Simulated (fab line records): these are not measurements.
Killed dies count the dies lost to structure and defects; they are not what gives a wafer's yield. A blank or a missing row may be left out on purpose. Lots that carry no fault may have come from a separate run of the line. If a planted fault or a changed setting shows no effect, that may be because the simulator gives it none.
A lot that was struck, set against a sound lot || flow nand-harc || 15 out of 1302 route steps
Sound: wafers L714.1, L714.3, L714.4. Struck: wafers L705.2, L705.4, L705.5. The cause comes at the end.
For every step that has rows: the tool of each side, followed by ch and its chambers, followed by its first start. Under that, the readings that differ: sound wafers || struck wafers || difference of the means || sigmas: that difference in standard deviations of wafers without a fault.
alike: words and numbers the same on both sides, and readings whose means are apart by under 2 such deviations; not compared: readings that were withheld, readings missing a value for some wafer, numbers with overlapping values and no deviation given by the record, and bounds like >300 which may hide the same value.
A row with sigmas, a row that says differs or no value, or rows on one side alone: a step with any of these is where the two part. When numbers do not overlap yet have no deviation, they are printed without sigmas and do not part them. Lack of a reading on every wafer of one side parts them only where that side has two or more wafers.

first, 2 steps without rows for these wafers: NHARC_P_GATE_DESCUM_93 (chemistry O2, time 3 s); NHARC_P_GATE_IMPLANT_94.
NHARC_P_GATE_STRIP_113: strips in N2/H2, time 740 s.
  sound on plasma-asher-01 ch 0,1, day 12 15:18; struck on plasma-asher-01 ch 0,1, day 9 07:25
  alike: drypump-motor-current-A, heater-power-w, run-length-s, temp-c
  not compared: rf-hours-counter-h
NHARC_P_GATE_STRIP_95: strips in O2.
  sound on plasma-asher-01 ch 0,1, day 12 15:55; struck on plasma-asher-01 ch 0,1, day 9 08:02
  alike: drypump-motor-current-A, heater-power-w, temp-c
  not compared: rf-hours-counter-h
then, 1 step without rows for these wafers: NHARC_P_GATE_STRIP_96 (strips in SPM, time 900 s).
NHARC_P_GATE_RTA_64: time 1 s.
  sound on rtp-anneal-02 ch 0, day 12 16:28; struck on rtp-anneal-02 ch 0, day 9 08:37
  alike: lamp-power-pct, lamp_zone_7_pct, wafer_temp_C_max
then, 1 step without rows for these wafers: NHARC_P_GATE_ETCH_77 (etches SiO2 in dHF, target depth 6 nm).
NHARC_P_GATE_DEGAS_109: time 60 s.
  sound: pvd-sputter-02 at day 12 16:57; struck: pvd-sputter-01 at day 9 08:53
  alike: heater-power-w
then, 3 steps without rows for these wafers: NHARC_P_GATE_PRE_CLEAN_110 (time 30 s); NHARC_P_GATE_SPUTTER_78 (material Ni, target thk 10 nm); NHARC_P_GATE_SPUTTER_79 (material TiN, target thk 10 nm).
NHARC_P_GATE_RTA_80: time 30 s.
  sound on rtp-anneal-01 ch 0, day 12 17:15; struck on rtp-anneal-02 ch 0, day 9 09:13
{"reading": "lamp_zone_7_pct (%)", "sound": "1.93 1.93 1.93", "struck": "2.01 2.01 2.01", "difference": "+0.08", "sigmas": "+2"}
  alike: wafer_temp_C_max
NHARC_P_GATE_STRIP_67: strips in SPM, time 600 s.
  sound on wet-bench-02 ch 0,3,6, day 12 17:27; struck on wet-bench-01 ch 0,1,7, day 9 09:24
{"reading": "run-length-s (s)", "sound": "602.8 602.2 602.9", "struck": "224.6 223.1 223.5", "difference": -378.9, "sigmas": "-99 or more"}
  alike: temp-c
then, 1 step without rows for these wafers: NHARC_P_GATE_RTA_82 (time 30 s).
-- break in the record here, with 19 days between the starts of the struck wafers on either side (left off in module P_GATE, picked up again in module END, where the first step shown is number 1302 on the route) --
NHARC_END_SORT_01:
  sound on prober-01 ch 0, day 32 06:09; struck on prober-02 ch 0, day 28 00:22
  alike: killed-at-array, killed-at-other, killed-at-periphery, killed-dies, killed-open, killed-short

== WHERE THEY PART ==
First at NHARC_P_GATE_RTA_80; last, within this record, at NHARC_P_GATE_STRIP_67. Later steps at which nothing parts them and some readings are alike: NHARC_END_SORT_01.

WHY: whatever the simulator had introduced
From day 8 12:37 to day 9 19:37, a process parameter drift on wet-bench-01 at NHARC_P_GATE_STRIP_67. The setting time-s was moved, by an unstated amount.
